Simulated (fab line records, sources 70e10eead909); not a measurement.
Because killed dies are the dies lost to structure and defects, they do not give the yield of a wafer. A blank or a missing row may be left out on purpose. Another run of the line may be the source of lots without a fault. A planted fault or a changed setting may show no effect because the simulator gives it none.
fab line records + flow nand_harc
record
- lots=12
- wafers=36
- last_day=34
route steps=1302 shown P_GATE@143 END@1302
lots untouched by any fault: they come from a run of this same line in which no faults occurred
start_h: hours from the record's first day to the start of the lot's first wafer shown + wait_h: how many hours have passed since the lot's step before this one + " as in the row above + L1.1+2: a row that stands for several wafers + - no value, or no start was given + * or withheld: withheld + < > ~ a bound
route shown NAME@n: NAME is a module with steps in the file, n the number in the route of the first one + usual: mean/standard deviation of fault-free wafers + same: alike in all rows + chamber/n: place in a boat + sites: each site's reading + _std_site: their standard deviation + _edge_site: mean of outer sites minus mean of inner sites + radius_mm: how far each site lies from the wafer's centre + mask NAME#n: copy n + behind: tool/chamber where the wafer was last shaped + hold: why the lot went on hold/how many hours it stayed there/how the hold came to an end + device: whichever transistor did not switch (one of n, p or np) + end of line: the same wafers' tests at the end of the route + a step given without rows: its recipe and nothing more + killed: dies lost to structure and defects at the first sort, not the wafer's yield + map: the dies of a wafer, with x for killed, . for not killed, _ for no die there
set.NAME: the run value of the setting; set.NAME@STEP: its run value at that earlier step + model.NAME: the simulator's own value behind a step, which no gauge read
route steps across a sampled set of lots; one table per step, one row per wafer
services: from which hour (start_h, from the record's first day; less than 0 if before it) a tool's chamber was out of use, for how many hours, and why
## steps
# step NHARC_P_GATE_INSPECT_28
# usual
- raw_defect_count=7/3.5
| lot.wafer | tool              | chamber | start_h | wait_h | raw_defect_count |
|-----------|-------------------|---------|---------|--------|------------------|
| L188.3    | defect_inspect-02 | -       | 95.29   | 0.0    | 3                |
| L188.5    | "                 | -       | "       | "      | 7                |
| L188.6    | "                 | -       | "       | "      | 5                |
| L189.1    | defect_inspect-01 | -       | 109.09  | 0.0    | 10               |
| L189.2    | "                 | -       | "       | "      | 4                |
| L189.5    | "                 | -       | "       | "      | 10               |
| L190.2    | defect_inspect-01 | -       | 116.91  | 0.0    | 4                |
| L190.5    | "                 | -       | "       | "      | 9                |
| L190.6    | "                 | -       | "       | "      | 4                |
| L200.1    | defect_inspect-02 | -       | 209.27  | 0.0    | 10               |
| L200.2    | "                 | -       | "       | "      | 8                |
| L200.5    | "                 | -       | "       | "      | 14               |
| L201.1    | defect_inspect-01 | -       | 229.42  | 0.0    | 7                |
| L201.3    | "                 | -       | "       | "      | 2                |
| L201.6    | "                 | -       | "       | "      | 12               |
| L203.2    | defect_inspect-02 | -       | 246.44  | 0.0    | 11               |
| L203.5    | "                 | -       | "       | "      | 4                |
| L203.6    | "                 | -       | "       | "      | 12               |
| L204.2    | defect_inspect-01 | -       | 260.15  | 0.0    | 13               |
| L204.5    | "                 | -       | "       | "      | 7                |
| L204.6    | "                 | -       | "       | "      | 6                |
| L205.2    | defect_inspect-01 | -       | 264.34  | 0.0    | 7                |
| L205.4    | "                 | -       | "       | "      | 13               |
| L205.6    | "                 | -       | "       | "      | 2                |
| L206.1    | defect_inspect-02 | -       | 276.74  | 0.0    | 4                |
| L206.2    | "                 | -       | "       | "      | 5                |
| L206.4    | "                 | -       | "       | "      | 4                |
| L207.1    | defect_inspect-02 | -       | 290.40  | 0.0    | 7                |
| L207.4    | "                 | -       | "       | "      | 6                |
| L207.6    | "                 | -       | "       | "      | 7                |
| L209.2    | defect_inspect-01 | -       | 301.25  | 0.0    | 5                |
| L209.5    | "                 | -       | "       | "      | 4                |
| L209.6    | "                 | -       | "       | "      | 9                |
| L211.1    | defect_inspect-01 | -       | 322.75  | 0.0    | 9                |
| L211.2    | "                 | -       | "       | "      | 7                |
| L211.5    | "                 | -       | "       | "      | 1                |
# step NHARC_P_GATE_EXPOSE_56
# recipe
- na=0.6
- target_cd_nm=720
- dose_mj=14.81
- mask_id=P_PSD
| lot.wafer  | tool           | chamber | start_h | wait_h | mask       |
|------------|----------------|---------|---------|--------|------------|
| L188.3+5+6 | krf_scanner-01 | 0       | 108.93  | -      | P_PSD#0    |
| L189.1+2+5 | krf_scanner-01 | 0       | 122.62  | -      | P_PSD#0    |
| L190.2+5+6 | krf_scanner-01 | 0       | 130.06  | -      | P_PSD_R1#0 |
| L200.1+2+5 | krf_scanner-03 | 0       | 222.56  | -      | P_PSD#0    |
| L201.1+3+6 | krf_scanner-03 | 0       | 244.95  | -      | P_PSD#0    |
| L203.2+5+6 | krf_scanner-01 | 0       | 259.95  | -      | P_PSD#0    |
| L204.2+5+6 | krf_scanner-03 | 0       | 273.62  | -      | P_PSD#0    |
| L205.2+4+6 | krf_scanner-03 | 0       | 277.69  | -      | P_PSD#0    |
| L206.1+2+4 | krf_scanner-02 | 0       | 290.24  | -      | P_PSD#0    |
| L207.1+4+6 | krf_scanner-03 | 0       | 303.63  | -      | P_PSD#0    |
| L209.2+5+6 | krf_scanner-02 | 0       | 314.97  | -      | P_PSD#0    |
| L211.1+2+5 | krf_scanner-01 | 0       | 336.60  | -      | P_PSD#0    |
# step NHARC_P_GATE_CD_MEAS_59
# recipe
- target_cd_nm=720
- landing_energy_ev=500
# usual
- cd_nm=719.4/1.6
| lot.wafer | tool      | chamber | start_h | wait_h | cd_nm |
|-----------|-----------|---------|---------|--------|-------|
| L188.3    | cd_sem-02 | 0       | 109.08  | -      | 715.2 |
| L188.5    | "         | 0       | "       | "      | 720.0 |
| L188.6    | "         | 0       | "       | "      | 717.6 |
| L189.1    | cd_sem-03 | 0       | 122.78  | -      | 720.8 |
| L189.2    | "         | 0       | "       | "      | 718.1 |
| L189.5    | "         | 0       | "       | "      | 718.2 |
| L190.2    | cd_sem-01 | 0       | 130.22  | -      | 730.4 |
| L190.5    | "         | 0       | "       | "      | 731.5 |
| L190.6    | "         | 0       | "       | "      | 732.0 |
| L200.1    | cd_sem-02 | 0       | 222.72  | -      | 717.6 |
| L200.2    | "         | 0       | "       | "      | 719.0 |
| L200.5    | "         | 0       | "       | "      | 719.1 |
| L201.1    | cd_sem-01 | 0       | 245.11  | -      | 716.4 |
| L201.3    | "         | 0       | "       | "      | 719.8 |
| L201.6    | "         | 0       | "       | "      | 718.1 |
| L203.2    | cd_sem-03 | 0       | 260.10  | -      | 721.0 |
| L203.5    | "         | 0       | "       | "      | 717.9 |
| L203.6    | "         | 0       | "       | "      | 719.1 |
| L204.2    | cd_sem-02 | 0       | 273.78  | -      | 721.7 |
| L204.5    | "         | 0       | "       | "      | 722.6 |
| L204.6    | "         | 0       | "       | "      | 717.7 |
| L205.2    | cd_sem-02 | 0       | 277.85  | -      | 717.5 |
| L205.4    | "         | 0       | "       | "      | 717.2 |
| L205.6    | "         | 0       | "       | "      | 717.1 |
| L206.1    | cd_sem-03 | 0       | 290.40  | -      | 720.7 |
| L206.2    | "         | 0       | "       | "      | 716.5 |
| L206.4    | "         | 0       | "       | "      | 718.7 |
| L207.1    | cd_sem-01 | 0       | 303.79  | -      | 721.9 |
| L207.4    | "         | 0       | "       | "      | 719.7 |
| L207.6    | "         | 0       | "       | "      | 723.0 |
| L209.2    | cd_sem-03 | 0       | 315.13  | -      | 717.5 |
| L209.5    | "         | 0       | "       | "      | 718.3 |
| L209.6    | "         | 0       | "       | "      | 719.2 |
| L211.1    | cd_sem-02 | 0       | 336.76  | -      | 718.4 |
| L211.2    | "         | 0       | "       | "      | 718.8 |
| L211.5    | "         | 0       | "       | "      | 720.7 |
# step NHARC_P_GATE_DESCUM_61
# recipe
- time_s=3
- o2_flow_sccm=200
- ar_flow_sccm=0
- bias_power_w=0
- chemistry=O2
# usual
- drypump_motor_current_A=5.8/0.47
- mfc_ar_sccm=0.006/0.0086
- oes_product_au=1.001/0.01
- rf_vpp_V=57.8/0.98
- showerhead_plenum_p_Torr=1.90/0.083
- throttle_valve_pct=11.311/0.0092
| lot.wafer | tool        | chamber | start_h | wait_h | drypump_motor_current_A | mfc_ar_sccm | oes_product_au | rf_hours_counter_h | rf_vpp_V | showerhead_plenum_p_Torr | throttle_valve_pct |
|-----------|-------------|---------|---------|--------|-------------------------|-------------|----------------|--------------------|----------|--------------------------|--------------------|
| L188.3    | rie_diel-10 | 2       | 109.25  | -      | 6.1                     | 0           | 0.995          | 1.9                | 57.2     | 1.89                     | 11.316             |
| L188.5    | "           | 1       | "       | "      | 6.4                     | 0           | 1.000          | -                  | 59.5     | 1.87                     | 11.317             |
| L188.6    | "           | 2       | "       | "      | 6.1                     | 0           | 0.998          | -                  | 57.4     | 1.89                     | 11.307             |
| L189.1    | rie_diel-02 | 3       | 122.95  | -      | 5.8                     | 0.018       | 0.996          | 4.7                | 59.3     | 1.81                     | 11.321             |
| L189.2    | "           | 1       | "       | "      | 5.7                     | 0           | 0.997          | 3.9                | 57.9     | 1.89                     | 11.319             |
| L189.5    | "           | 3       | "       | "      | 5.8                     | 0.018       | 0.988          | -                  | 56.1     | 1.81                     | 11.320             |
| L190.2    | rie_diel-10 | 0       | 130.39  | -      | 6.7                     | 0           | 0.993          | 3.5                | 57.7     | 1.94                     | 11.322             |
| L190.5    | "           | 3       | "       | "      | 6.2                     | 0.001       | 0.989          | -                  | 58.5     | 1.97                     | 11.325             |
| L190.6    | "           | 0       | "       | "      | 6.7                     | 0           | 1.002          | -                  | 58.0     | 1.94                     | 11.306             |
| L200.2    | rie_diel-10 | 0       | 222.90  | -      | 6.7                     | 0           | 1.007          | 6.3                | 58.2     | 1.94                     | 11.311             |
| L200.1    | "           | 1       | "       | "      | 6.4                     | 0           | 0.991          | 6.6                | 58.9     | 1.87                     | 11.309             |
| L200.5    | "           | 3       | "       | "      | 6.2                     | 0.001       | 0.991          | -                  | 59.0     | 1.97                     | 11.301             |
| L201.1    | rie_diel-02 | 2       | 245.27  | -      | 5.8                     | 0.019       | 1.003          | 0.8                | 58.4     | 1.78                     | 11.308             |
| L201.3    | "           | 1       | "       | "      | 5.7                     | 0           | 1.015          | 0.8                | 57.9     | 1.88                     | 11.301             |
| L201.6    | "           | 2       | "       | "      | 5.8                     | 0.019       | 0.986          | -                  | 58.1     | 1.78                     | 11.309             |
| L203.2    | rie_diel-10 | 1       | 260.27  | -      | 6.5                     | 0           | 0.998          | 0.5                | 57.8     | 1.87                     | 11.306             |
| L203.5    | "           | 0       | "       | "      | 6.7                     | 0           | 0.994          | -                  | 59.1     | 1.94                     | 11.317             |
| L203.6    | "           | 1       | "       | "      | 6.5                     | 0           | 1.005          | -                  | 57.7     | 1.87                     | 11.328             |
| L204.2    | rie_diel-02 | 3       | 273.97  | -      | 5.7                     | 0.018       | 0.993          | 2.8                | 56.2     | 1.81                     | 11.318             |
| L204.5    | "           | 0       | "       | "      | 5.7                     | 0           | 1.006          | -                  | 58.8     | 2.00                     | 11.296             |
| L204.6    | "           | 1       | "       | "      | 5.7                     | 0           | 1.007          | -                  | 58.4     | 1.88                     | 11.298             |
| L205.2    | rie_diel-02 | 0       | 278.00  | -      | 5.7                     | 0           | 1.018          | 2.6                | 59.9     | 2.00                     | 11.312             |
| L205.4    | "           | 1       | "       | "      | 5.7                     | 0           | 1.017          | -                  | 58.3     | 1.88                     | 11.297             |
| L205.6    | "           | 3       | "       | "      | 5.7                     | 0.018       | 1.003          | -                  | 58.0     | 1.81                     | 11.304             |
| L206.4    | rie_diel-02 | 3       | 290.57  | -      | 5.7                     | 0.018       | 0.998          | 3.1                | 56.2     | 1.81                     | 11.312             |
| L206.1    | "           | 0       | "       | "      | 5.7                     | 0           | 1.023          | 2.8                | 57.7     | 2.00                     | 11.308             |
| L206.2    | "           | 2       | "       | "      | 5.8                     | 0.019       | 1.002          | 2.8                | 56.7     | 1.77                     | 11.304             |
| L207.4    | rie_diel-02 | 1       | 303.95  | -      | 5.7                     | 0           | 1.017          | 3.0                | 57.9     | 1.88                     | 11.297             |
| L207.1    | "           | 2       | "       | "      | 5.8                     | 0.019       | 0.991          | 3.3                | 55.6     | 1.78                     | 11.311             |
| L207.6    | "           | 2       | "       | "      | 5.8                     | 0.019       | 0.998          | -                  | 55.6     | 1.77                     | 11.308             |
| L209.2    | rie_diel-02 | 3       | 315.29  | -      | 5.7                     | 0.018       | 0.988          | 3.8                | 56.9     | 1.81                     | 11.313             |
| L209.5    | "           | 3       | "       | "      | 5.7                     | 0.018       | 0.998          | -                  | 57.1     | 1.81                     | 11.324             |
| L209.6    | "           | 0       | "       | "      | 5.7                     | 0           | 1.010          | -                  | 57.1     | 2.00                     | 11.323             |
| L211.1    | rie_diel-02 | 0       | 336.92  | -      | 5.7                     | 0           | 1.009          | 5.3                | 58.1     | 2.00                     | 11.306             |
| L211.2    | "           | 2       | "       | "      | 5.8                     | 0.019       | 0.995          | 4.9                | 57.9     | 1.77                     | 11.315             |
| L211.5    | "           | 1       | "       | "      | 5.7                     | 0           | 1.001          | -                  | 59.2     | 1.88                     | 11.317             |
# step NHARC_P_GATE_STRIP_76
# recipe
- power_w=1500
- temp_c=250
- chemistry=O2
# usual
- drypump_motor_current_A=6.0/0.37
- heater_power_w=339/25
| lot.wafer | tool            | chamber | start_h | wait_h | drypump_motor_current_A | heater_power_w | rf_hours_counter_h |
|-----------|-----------------|---------|---------|--------|-------------------------|----------------|--------------------|
| L188.3    | plasma_asher-02 | 0       | 109.89  | 0.2    | 5.9                     | 316            | -                  |
| L188.5    | "               | 0       | "       | "      | 5.9                     | 317            | -                  |
| L188.6    | "               | 1       | "       | "      | 6.3                     | 347            | -                  |
| L189.1    | plasma_asher-02 | 1       | 123.57  | 0.2    | 6.3                     | 345            | 9                  |
| L189.2    | "               | 0       | "       | "      | 5.9                     | 326            | 9                  |
| L189.5    | "               | 0       | "       | "      | 5.9                     | 319            | -                  |
| L190.2    | plasma_asher-01 | 1       | 131.02  | 0.2    | 5.3                     | 359            | 27                 |
| L190.5    | "               | 0       | "       | "      | 6.4                     | 369            | -                  |
| L190.6    | "               | 1       | "       | "      | 5.3                     | 354            | -                  |
| L200.1    | plasma_asher-02 | 0       | 223.51  | 0.2    | 5.9                     | 326            | 30                 |
| L200.2    | "               | 1       | "       | "      | 6.3                     | 347            | 30                 |
| L200.5    | "               | 1       | "       | "      | 6.2                     | 348            | -                  |
| L201.1    | plasma_asher-02 | 1       | 245.91  | 0.2    | 6.3                     | 346            | 35                 |
| L201.3    | "               | 0       | "       | "      | 5.9                     | 313            | -                  |
| L201.6    | "               | 1       | "       | "      | 6.3                     | 350            | -                  |
| L203.2    | plasma_asher-02 | 0       | 260.90  | 0.2    | 5.9                     | 294            | 1                  |
| L203.5    | "               | 1       | "       | "      | 6.2                     | 333            | -                  |
| L203.6    | "               | 0       | "       | "      | 5.9                     | 297            | -                  |
| L204.2    | plasma_asher-02 | 1       | 274.59  | 0.2    | 6.2                     | 333            | 3                  |
| L204.6    | "               | 0       | "       | "      | 5.9                     | 304            | -                  |
| L204.5    | "               | 1       | "       | "      | 6.2                     | 336            | -                  |
| L205.2    | plasma_asher-02 | 0       | 278.66  | 0.2    | 5.9                     | 297            | 3                  |
| L205.4    | "               | 0       | "       | "      | 5.9                     | 289            | -                  |
| L205.6    | "               | 0       | "       | "      | 5.9                     | 291            | -                  |
| L206.2    | plasma_asher-02 | 1       | 291.20  | 0.2    | 6.3                     | 334            | 6                  |
| L206.1    | "               | 0       | "       | "      | 5.9                     | 302            | 6                  |
| L206.4    | "               | 1       | "       | "      | 6.3                     | 342            | -                  |
| L207.1    | plasma_asher-02 | 1       | 304.58  | 0.2    | 6.3                     | 340            | 8                  |
| L207.4    | "               | 0       | "       | "      | 5.9                     | 306            | -                  |
| L207.6    | "               | 0       | "       | "      | 5.9                     | 293            | -                  |
| L209.2    | plasma_asher-01 | 1       | 315.93  | 0.2    | 5.3                     | 375            | 30                 |
| L209.6    | "               | 0       | "       | "      | 6.4                     | 351            | -                  |
| L209.5    | "               | 1       | "       | "      | 5.3                     | 368            | -                  |
| L211.2    | plasma_asher-01 | 0       | 337.57  | 0.2    | 6.4                     | 353            | 36                 |
| L211.1    | "               | 1       | "       | "      | 5.3                     | 381            | 36                 |
| L211.5    | "               | 1       | "       | "      | 5.3                     | 373            | -                  |
# step NHARC_END_SORT_01
# recipe
- temp_c=25
# usual
- killed_at_array=59/24
- killed_at_other=0.7/1.2
- killed_at_periphery=3.5/2.6
- killed_dies=63/24
- killed_open=3.2/2.1
- killed_short=2.4/1.5
# same
- gross_dies=677
| lot.wafer | tool      | chamber | start_h | wait_h | killed_at_array | killed_at_other | killed_at_periphery | killed_dies | killed_open | killed_short |
|-----------|-----------|---------|---------|--------|-----------------|-----------------|---------------------|-------------|-------------|--------------|
| L200.1    | prober-01 | 0       | 681.43  | 2.5    | 85              | 0               | 3                   | 88          | 2           | 3            |
| L200.2    | prober-01 | 0       | 682.24  | 2.8    | 76              | 0               | 2                   | 78          | 1           | 2            |
| L200.5    | prober-01 | 0       | 684.67  | 3.7    | 81              | 0               | 4                   | 85          | 1           | 3            |
| L203.2    | prober-01 | 0       | 708.65  | 2.8    | 53              | 0               | 5                   | 58          | 2           | 3            |
| L203.5    | prober-01 | 0       | 711.08  | 3.7    | 52              | 1               | 4                   | 57          | 5           | 3            |
| L203.6    | prober-01 | 0       | 711.88  | 4.0    | 46              | 2               | 7                   | 55          | 4           | 3            |
| L204.2    | prober-02 | 0       | 767.40  | 2.8    | 71              | 0               | 2                   | 73          | 7           | 1            |
| L204.5    | prober-02 | 0       | 769.80  | 3.7    | 76              | 0               | 3                   | 79          | 3           | 0            |
| L204.6    | prober-02 | 0       | 770.60  | 4.0    | 77              | 0               | 3                   | 80          | 4           | 4            |
# killed by level:class
L200.1 A_SLIT:chamber_film_flake=32 A_CHANNEL_HOLE_D1:chamber_film_flake=23 A_CHANNEL_HOLE_D2:chamber_film_flake=13 A_CONTACT:chamber_film_flake=6 A_CHANNEL_FILL_D1:chamber_film_flake=2 A_CHANNEL_FILL_D2:chamber_film_flake=2 A_WL_FILL:chamber_film_flake=2 P_M0:geometric_particle:open=1
L200.2 A_CHANNEL_HOLE_D1:chamber_film_flake=28 A_SLIT:chamber_film_flake=17 A_CHANNEL_HOLE_D2:chamber_film_flake=15 A_CONTACT:chamber_film_flake=5 A_DECK1_JOINT:chamber_film_flake=3 A_WL_FILL:chamber_film_flake=3 P_STI:chamber_film_flake=2 A_DECK1_JOINT:geometric_particle:short=1
L200.5 A_CHANNEL_HOLE_D1:chamber_film_flake=32 A_SLIT:chamber_film_flake=29 A_CHANNEL_HOLE_D2:chamber_film_flake=12 P_STI:chamber_film_flake=3 A_CHANNEL_FILL_D2:chamber_film_flake=2 P_CONTACT:geometric_particle:short=1 A_STAIRCASE:chamber_film_flake=1 A_ONON_D1:geometric_particle:open=1
L203.2 A_CHANNEL_HOLE_D2:chamber_film_flake=19 A_CHANNEL_HOLE_D1:chamber_film_flake=11 A_CONTACT:chamber_film_flake=10 P_GATE:chamber_film_flake=4 A_SLIT:chamber_film_flake=4 A_DECK1_JOINT:chamber_film_flake=2 P_M1:geometric_particle:short=1 A_ONON_D1:geometric_particle:short=1
L203.5 A_CHANNEL_HOLE_D2:chamber_film_flake=25 A_CONTACT:chamber_film_flake=12 A_CHANNEL_HOLE_D1:chamber_film_flake=6 P_GATE:geometric_particle:short=1 A_SOURCE_PLATE:geometric_particle:open=1 A_CHANNEL_HOLE_D1:geometric_particle:short=1 A_CHANNEL_FILL_D1:geometric_particle:open=1 A_DECK1_JOINT:geometric_particle:open=1
L203.6 A_CHANNEL_HOLE_D2:chamber_film_flake=17 A_CONTACT:chamber_film_flake=13 A_SLIT:chamber_film_flake=5 A_CHANNEL_HOLE_D1:chamber_film_flake=3 A_CHANNEL_HOLE_D1:geometric_particle:open=2 P_STI:chamber_film_flake=2 A_STAIRCASE:chamber_film_flake=2 HYBRID_BOND:chamber_film_flake=2
L204.2 A_CHANNEL_HOLE_D1:chamber_film_flake=32 A_CHANNEL_HOLE_D2:chamber_film_flake=22 A_CONTACT:chamber_film_flake=7 A_SLIT:chamber_film_flake=3 P_M2:geometric_particle:short=1 A_CHANNEL_HOLE_D1:geometric_particle:open=1 A_CHANNEL_FILL_D1:geometric_particle:open=1 A_ONON_D2:geometric_particle:open=1
L204.5 A_CHANNEL_HOLE_D1:chamber_film_flake=37 A_CHANNEL_HOLE_D2:chamber_film_flake=23 A_CONTACT:chamber_film_flake=8 A_SLIT:chamber_film_flake=4 P_GATE:chamber_film_flake=3 A_ONON_D2:geometric_particle:open=1 A_WL_FILL:geometric_particle:open=1 A_CONTACT:geometric_particle:open=1
L204.6 A_CHANNEL_HOLE_D1:chamber_film_flake=33 A_CHANNEL_HOLE_D2:chamber_film_flake=27 A_CONTACT:chamber_film_flake=6 A_SLIT:chamber_film_flake=4 A_M0:geometric_particle:open=2 P_GATE:chamber_film_flake=2 P_BONDPAD:geometric_particle:short=1 A_ONON_D1:geometric_particle:short=1
## services
| tool            | chamber | start_h | hours | kind   |
|-----------------|---------|---------|-------|--------|
| krf_scanner-02  | -       | 92.11   | 3.6   | repair |
| krf_scanner-02  | -       | 95.75   | 4.0   | pm     |
| krf_scanner-03  | -       | 111.67  | 3.1   | repair |
| krf_scanner-03  | -       | 115.16  | 0.5   | repair |
| krf_scanner-01  | -       | 140.00  | 4.0   | pm     |
| krf_scanner-02  | -       | 140.53  | 0.2   | repair |
| rie_diel-10     | 1       | 153.27  | 6.4   | repair |
| krf_scanner-01  | -       | 154.01  | 0.3   | repair |
| plasma_asher-01 | -       | 165.00  | 9.0   | pm     |
| krf_scanner-02  | -       | 195.65  | 0.7   | repair |
| rie_diel-02     | -       | 216.71  | 9.0   | pm     |
| krf_scanner-03  | -       | 224.00  | 4.0   | pm     |
| rie_diel-10     | 0       | 236.69  | 1.6   | repair |
| rie_diel-10     | -       | 242.50  | 9.0   | pm     |
| plasma_asher-02 | -       | 249.24  | 9.0   | pm     |
| rie_diel-10     | 3       | 255.71  | 3.9   | repair |
| krf_scanner-02  | -       | 263.17  | 0.5   | repair |
| krf_scanner-02  | -       | 267.75  | 4.0   | pm     |
| rie_diel-02     | 2       | 277.87  | 7.5   | repair |
| krf_scanner-03  | -       | 280.11  | 0.3   | repair |
| krf_scanner-01  | -       | 312.00  | 4.0   | pm     |
| krf_scanner-02  | -       | 312.78  | 0.5   | repair |
| rie_diel-02     | 3       | 318.02  | 19.0  | repair |
| krf_scanner-03  | -       | 319.05  | 0.7   | repair |
## key
first_sign
- step=NHARC_P_GATE_EXPOSE_56
- reading=mask
- direction=changed
effect
- step=NHARC_P_GATE_CD_MEAS_59
- reading=cd_nm
- direction=up
- sigmas=7.3
- usual=719.4
- struck=731.3
met_at NHARC_P_GATE_EXPOSE_56
struck_lots L190
tester_left_out L190
not_acting_at NHARC_P_GATE_INSPECT_28,NHARC_P_GATE_DESCUM_61,NHARC_P_GATE_STRIP_76
onset_between 122.62 130.06
fault
- kind=wrong_mask
- tool=any
- chamber=-
- onset_h=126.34
- steps=NHARC_P_GATE_EXPOSE_56
- aux_copy=P_PSD_R1#0
- cd_offset_nm=12.817
- scope=struck_lots_only
# tester_left_out: of these lots the tester's yield and bins aren't shown, on N5 and GAA mostly nor the transistor test; their killed dies are dies lost to structure and defects alone, not to doping, threshold or leakage, so they don't give the yield
